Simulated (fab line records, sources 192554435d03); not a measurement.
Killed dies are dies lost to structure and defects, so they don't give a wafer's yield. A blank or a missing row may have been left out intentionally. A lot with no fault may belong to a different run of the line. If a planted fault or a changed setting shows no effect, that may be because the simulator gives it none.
Split-lot study -- flow n5_finfet -- 21 wafers read from 7 lots, route of 1938 steps

== ON THE SPLIT ==
At N5_FIN_SAQP_FIN_ETCH_36 (etches the open film in HBr/Cl2/O2, target depth 120 nm, time 50.4 s), the setting bias_w was moved away from the recipe's 102 W on 6 of the 21 wafers read, by -9.8% to +17.6%. All remaining wafers had this setting at the recipe value.

== FROM THE SPLIT TO THE READING: what the file shows between them, 3 steps ==
- N5_FIN_SAQP_PRECLEAN_38: cleans in O3/DIW, time 45 s
- N5_FIN_SAQP_PRECLEAN_45: cleans in dHF, time 10 s
- N5_FIN_SAQP_SRD_39: time 30 s

== THE READING ==
trench_depth_nm, in nm, at N5_FIN_SAQP_OCD_MEAS_76. A value of 119.9 nm with a standard deviation of 1 nm is what fault-free wafers of this fab line usually give.

wafer,"tool, chamber at the split","bias_w as run, W",against the recipe,"trench_depth_nm, nm",against lot-mates on the recipe
L079.1,"rie_si-01, 1",102,recipe,120.6,-
L079.4,"rie_si-01, 2",102,recipe,119.9,-
L079.6,"rie_si-01, 0",102,recipe,121.0,-
L080.2,"rie_si-01, 3",102,recipe,118.9,-
L080.3,"rie_si-01, 1",102,recipe,120.4,-
L080.6,"rie_si-01, 2",102,recipe,119.7,-
L083.2,"rie_si-03, 2",102,recipe,118.8,-
L083.3,"rie_si-03, 3",102,recipe,118.8,-
L083.4,"rie_si-03, 1",92,-9.8%,116.1,-2.7
L086.4,"rie_si-03, 0",102,recipe,121.4,-
L086.5,"rie_si-03, 0",120,+17.6%,125.3,+3.9
L086.6,"rie_si-03, 1",120,+17.6%,124.4,+3.0
L088.1,"rie_si-01, 3",114.3,+12.1%,123.3,+3.1
L088.4,"rie_si-01, 0",102,recipe,120.2,-
L088.6,"rie_si-01, 3",114.3,+12.1%,122.6,+2.4
L089.4,"rie_si-06, 3",102,recipe,120.1,-
L089.5,"rie_si-06, 2",102,recipe,120.0,-
L089.6,"rie_si-06, 1",102,recipe,119.4,-
L094.2,"rie_si-01, 1",102,recipe,120.3,-
L094.3,"rie_si-01, 2",102,recipe,119.4,-
L094.6,"rie_si-01, 1",92.37,-9.4%,116.8,-3.0

FIT RESULTS
A straight line over all 21 wafers: trench_depth_nm changes by +0.29 nm for each +1% of bias_w; r = +0.94; the points scatter about the line by 0.74 nm.
The same after taking each lot's own level away (the mean of its wafers on the recipe; 21 wafers): +0.226 nm for each +1%; r = +0.96; scatter 0.48 nm.
Per that fit: largest bias_w move, reading shift of 4 nm.
Across the lots, their own levels run from 118.80 to 121.40 nm, a range of 2.6 times the standard deviation given above.
Hence the slope depends on the lot-to-lot level, as the two fits are not the same.
Check: for one of the wafers moved furthest among these (+17.6%), held out of the fit, the line's prediction against its lot-mates is +3.85 nm. Against them it came out at +3.9 nm.

== THESE WAFERS: OTHER SPLITS ==
These wafers also went through other splits before the reading. Each is held against what the fit with the lots' levels taken away leaves over:
other split on the same wafers,wafers away from the commonest value,r with trench_depth_nm (lot level and that fit taken away)
N5_ZERO_LAYER_PECVD_02 time_s,7,-0.24
N5_WELL_APT_PEB_06 peb_temp_c,8,+0.15
N5_WELL_APT_DEVELOP_07 develop_time_s,8,-0.33

== THE WHOLE CHAIN: every reading that the file lists as answering this split, in the file's order ==
step,what it does,reading,change (the file's fit),r (the file's)
N5_FIN_SAQP_FIN_ETCH_36,"etches the open film in HBr/Cl2/O2, target depth 120 nm, time 50.4 s","etch.depth_nm (the simulator's own value, which no gauge read)",+0.232 nm for each +1% of the setting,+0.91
N5_FIN_SAQP_FIN_ETCH_36,"etches the open film in HBr/Cl2/O2, target depth 120 nm, time 50.4 s","FIN_SAQP.feature_depth_nm (the simulator's own value, which no gauge read)",+0.231 nm for each +1% of the setting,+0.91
N5_FIN_SAQP_FIN_ETCH_36,"etches the open film in HBr/Cl2/O2, target depth 120 nm, time 50.4 s","SiNx_of_FIN_SAQP_HM_DEP_03.thk_nm (the simulator's own value, which no gauge read)",-0.129 nm for each +1% of the setting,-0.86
N5_FIN_SAQP_OCD_MEAS_76,,trench_depth_nm,+0.233 nm for each +1% of the setting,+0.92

== FILE'S OWN FIT ==
trench_depth_nm changes by +0.233 nm for each +1% of bias_w, r = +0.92.
